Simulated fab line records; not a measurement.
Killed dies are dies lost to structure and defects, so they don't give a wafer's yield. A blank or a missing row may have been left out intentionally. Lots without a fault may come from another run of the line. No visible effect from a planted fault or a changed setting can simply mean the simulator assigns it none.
Code-filled problem report in 8D (eight disciplines) form	flow n5 finfet	the parts of the form that need people (team, actions taken, sign-off) are left out

1. PROBLEM STATEMENT
run length s at N5_BEOL_M10_CVD_75 reads a mean of 229.6 s on 5 wafers of 3 lots; wafers without a fault read 162.1 s with a standard deviation of 0.63. So: +99 or more standard deviations from the usual mean.
The step: deposits Co from CCTBA/H2, target thk 2 nm, time 138.9 s.
Seen first at day 14 11:25 on cvd co-01, wafer L250.2. The record has a number at this step for 21 wafers belonging to 7 lots. Rule for "out", or "out of limits": more than 4 standard deviations from the usual mean. All remaining wafers that have a number are taken as sound.

2. WHAT IT IS, AND WHAT IT ISN'T
question	is	is not
which readings at this step	run length s	-
which lots	L250, L251, L252	L234, L238, L243, L256
which wafers of those lots	L250.2, L250.6, L251.6, L252.2, L252.6	L250.3, L251.3, L251.5, L252.5
read on which tools	cvd co-01	cvd co-02
when	from day 14 11:25	up to then (10 sound wafers); but 6 sound wafers of L251, L252, L256 came after

3. THE SUSPECTS, EACH WITH WHAT RULES IT OUT
Counting: if a tool at a process step up to the reading ran every lot that is out, it stays a suspect. Sound lots after the first of them don't rule it out here, since some wafers of a struck lot are sound.
- cvd co-01 at N5_BEOL_M10_CVD_75 (deposits Co from CCTBA/H2, target thk 2 nm, time 138.9 s): kept. It ran every lot that is out, first L250 (day 14 11:25); its last sound lot up to then is L238 (day 11 05:40). On those wafers its own readings are out: run length s.
Remaining after the count: cvd co-01 at N5_BEOL_M10_CVD_75.

4. THE CAUSE (what the simulator had put in)
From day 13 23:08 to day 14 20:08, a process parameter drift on cvd co-01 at N5_BEOL_M10_CVD_75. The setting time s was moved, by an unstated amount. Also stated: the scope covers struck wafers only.
Only this tool survived the counting.

5. THE EFFECT CHAIN, in route order
Rows list readings where the struck wafers' mean (over those with a number) sits beyond 3 standard deviations from the usual. Only readings whose record carries a usual standard deviation are examined. hours: median over the lots of the time between each lot's start at the first step of this table that gives one and its start at this step. sigmas: the change, counted in usual standard deviations.
hours	step	reading	usual	on struck wafers	change	sigmas
0	N5_BEOL_M10_CVD_75	run length s	162.1 s	229.6	+67.5	+99 or more
It contains these process steps:
- N5_BEOL_M10_CVD_75: deposits Co from CCTBA/H2, target thk 2 nm, time 138.9 s.

6. WHAT WOULD HAVE CAUGHT IT SOONER
First out-of-limits reading in this record: day 14 11:25, which is 12 hours after fault onset at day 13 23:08.
